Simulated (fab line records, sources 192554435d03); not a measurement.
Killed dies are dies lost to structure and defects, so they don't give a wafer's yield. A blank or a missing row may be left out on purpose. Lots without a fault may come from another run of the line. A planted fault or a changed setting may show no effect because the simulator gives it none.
Split-lot experiment | flow n5_finfet | 7 lots, 39 wafers read, on a route of 1938 steps

THE SPLIT
At N5_ILD0_PRECLEAN_10 (cleans in NF3:NH3, afs cycles 5, time 20 s, sublimation time 60 s), the setting time_s was moved away from the recipe's 20 s on 18 of the 39 wafers read, by -55.2% to +58.6%. The other wafers ran this setting at the recipe's value.

The reading is taken at the split's own step.

THE READING
SiO2_flowable_of_ILD0_FCVD_FILL_01.thk_nm (the simulator's own value, which no gauge read), in nm, at N5_ILD0_PRECLEAN_10 (cleans in NF3:NH3, afs cycles 5, time 20 s, sublimation time 60 s). The file gives no usual value for it. The 21 wafers here that ran the recipe average 120.7 nm, standard deviation 1.2 nm.

wafer  | tool, chamber at the split | time_s as run, s | against the recipe | SiO2_flowable_of_ILD0_FCVD_FILL_01.thk_nm, nm | against lot-mates on the recipe
L083.1 | remote_plasma-01, 1        | 20               | recipe             | 122                                           | -
L083.2 | remote_plasma-01, 1        | 31.71            | +58.6%             | 112                                           | -9.5
L083.3 | remote_plasma-01, 1        | 31.71            | +58.6%             | 113.2                                         | -8.3
L083.4 | remote_plasma-01, 1        | 20               | recipe             | 121.8                                         | -
L083.5 | remote_plasma-01, 1        | 20               | recipe             | 120.6                                         | -
L083.6 | remote_plasma-01, 1        | 31.71            | +58.6%             | 112.6                                         | -8.9
L086.1 | remote_plasma-02, 1        | 20               | recipe             | 122                                           | -
L086.2 | remote_plasma-02, 1        | 25.15            | +25.7%             | 116.8                                         | -3.4
L086.3 | remote_plasma-02, 1        | 25.15            | +25.7%             | 116                                           | -4.2
L086.4 | remote_plasma-02, 1        | 25.15            | +25.7%             | 115.2                                         | -5.0
L086.5 | remote_plasma-02, 1        | 20               | recipe             | 118.6                                         | -
L086.6 | remote_plasma-02, 1        | 20               | recipe             | 120                                           | -
L088.1 | remote_plasma-01, 1        | 20               | recipe             | 120.2                                         | -
L088.2 | remote_plasma-01, 1        | 15.84            | -20.8%             | 122.8                                         | +2.1
L088.3 | remote_plasma-01, 1        | 15.84            | -20.8%             | 123.4                                         | +2.7
L088.4 | remote_plasma-01, 1        | 15.84            | -20.8%             | 124.2                                         | +3.5
L088.5 | remote_plasma-01, 1        | 20               | recipe             | 121.6                                         | -
L088.6 | remote_plasma-01, 1        | 20               | recipe             | 120.4                                         | -
L089.1 | remote_plasma-02, 0        | 20               | recipe             | 121.4                                         | -
L089.4 | remote_plasma-02, 0        | 20               | recipe             | 121.4                                         | -
L089.2 | remote_plasma-02, 0        | 20               | recipe             | 121.2                                         | -
L089.3 | remote_plasma-02, 0        | 8.965            | -55.2%             | 130.2                                         | +8.9
L089.5 | remote_plasma-02, 0        | 8.965            | -55.2%             | 129.6                                         | +8.3
L089.6 | remote_plasma-02, 0        | 8.965            | -55.2%             | 129.6                                         | +8.3
L094.1 | remote_plasma-01, 1        | 26.28            | +31.4%             | 115.2                                         | -5.6
L094.2 | remote_plasma-01, 1        | 20               | recipe             | 119.6                                         | -
L094.3 | remote_plasma-01, 1        | 20               | recipe             | 121.8                                         | -
L094.4 | remote_plasma-01, 1        | 26.28            | +31.4%             | 114.6                                         | -6.2
L094.5 | remote_plasma-01, 1        | 26.28            | +31.4%             | 114.4                                         | -6.4
L094.6 | remote_plasma-01, 1        | 20               | recipe             | 121                                           | -
L095.1 | remote_plasma-01, 0        | 20               | recipe             | 122.6                                         | -
L095.2 | remote_plasma-01, 0        | 20               | recipe             | 119.4                                         | -
L095.3 | remote_plasma-01, 0        | 30.84            | +54.2%             | 111.6                                         | -9.5
L095.4 | remote_plasma-01, 0        | 30.84            | +54.2%             | 112                                           | -9.1
L095.5 | remote_plasma-01, 0        | 20               | recipe             | 121.4                                         | -
L095.6 | remote_plasma-01, 0        | 30.84            | +54.2%             | 112.4                                         | -8.7
L097.2 | remote_plasma-01, 0        | 20               | recipe             | 119.4                                         | -
L097.3 | remote_plasma-01, 0        | 20               | recipe             | 117.8                                         | -
L097.6 | remote_plasma-01, 0        | 20               | recipe             | 120.2                                         | -

THE FIT
A straight line over all 39 wafers: SiO2_flowable_of_ILD0_FCVD_FILL_01.thk_nm changes by -0.157 nm for each +1% of time_s; r = -0.97; the points scatter about the line by 1.1 nm.
The same after taking each lot's own level away (the mean of its wafers on the recipe; 39 wafers): -0.158 nm for each +1%; r = -0.98; scatter 0.87 nm.
On that fit, the largest move of time_s shifts the reading by 9.3 nm.
The lots' own levels span 119.13 to 121.47 nm, that is 1.9 times the standard deviation above.
So the lot-to-lot level changes the slope little: the two slopes agree.
Check: with one of the wafers moved furthest among these (+58.6%) left out of the fit, the line predicts -9.44 nm for it against its lot-mates. It came out at -9.47 nm against them.

OTHER SPLITS ON THESE WAFERS
These wafers also went through other splits before the reading. Each is held against what the fit with the lots' levels taken away leaves over:
other split on the same wafers     | wafers away from the commonest value | r with SiO2_flowable_of_ILD0_FCVD_FILL_01.thk_nm (lot level and that fit taken away)
N5_FIN_SAQP_HM_DEP_03 target_thk_a | 12                                   | -0.14

THE FILE'S OWN FIT
SiO2_flowable_of_ILD0_FCVD_FILL_01.thk_nm changes by -0.16 nm for each +1% of time_s, r = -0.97.
